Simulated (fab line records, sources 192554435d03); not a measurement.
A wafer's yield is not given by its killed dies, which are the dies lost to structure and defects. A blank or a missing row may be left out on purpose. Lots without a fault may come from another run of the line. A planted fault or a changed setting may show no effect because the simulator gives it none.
Matching of chambers + flow n5_finfet + uv_cure-03 running N5_BEOL_M9_CURE_71: 3 sister chambers
The step cures SiCOH lowk, time 240 s. 3 wafers are shown with their chamber, then 10 later ones without.

## WAFERS, EACH WITH ITS CHAMBER
| wafer  | chamber | wafer_temp_C_max |
|--------|---------|------------------|
| L080.5 | 0       | 386.4            |
| L092.4 | 1       | 387.7            |
| L090.4 | 2       | 386.6            |

## WAFERS WITH NO CHAMBER GIVEN
| wafer  | wafer_temp_C_max |
|--------|------------------|
| L090.5 | 386.6            |
| L093.3 | 388.9            |
| L093.5 | 387.6            |
| L093.6 | 387.8            |
| L097.1 | 387.0            |
| L097.2 | 387.0            |
| L097.6 | 387.3            |
| L096.1 | 386.6            |
| L096.3 | 386.2            |
| L096.6 | 386.9            |

## CHAMBER TAKEN BY EACH
| wafer  | from the rows above          | in truth |
|--------|------------------------------|----------|
| L090.5 | can't be placed: 2 or 0      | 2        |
| L093.3 | 1                            | 1        |
| L093.5 | can't be placed: 1 or 2      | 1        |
| L093.6 | 1                            | 1        |
| L097.1 | can't be placed: 2 or 0 or 1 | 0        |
| L097.2 | can't be placed: 2 or 0 or 1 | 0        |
| L097.6 | can't be placed: 1 or 2 or 0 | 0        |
| L096.1 | can't be placed: 2 or 0      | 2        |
| L096.3 | can't be placed: 0 or 2      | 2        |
| L096.6 | can't be placed: 2 or 0 or 1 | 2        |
2 of 10 placed correctly. Unplaceable from these rows: 8, with the true chamber sitting among the candidates in 8. Wrongly placed: 0.
How it was worked out, from the rows above alone: a wafer's distance from a chamber is the root of the sum, over the readings, of the square of ((its reading less the chamber's mean) divided by the reading's scatter). The wafer belongs to the nearest chamber; if the next one is less than 2 further off, it can't be placed. For every chamber, the mean is computed from those of its wafers that are shown. The scatter: root of mean squared gap, hidden wafer to nearest shown wafer, with one shown wafer a chamber.
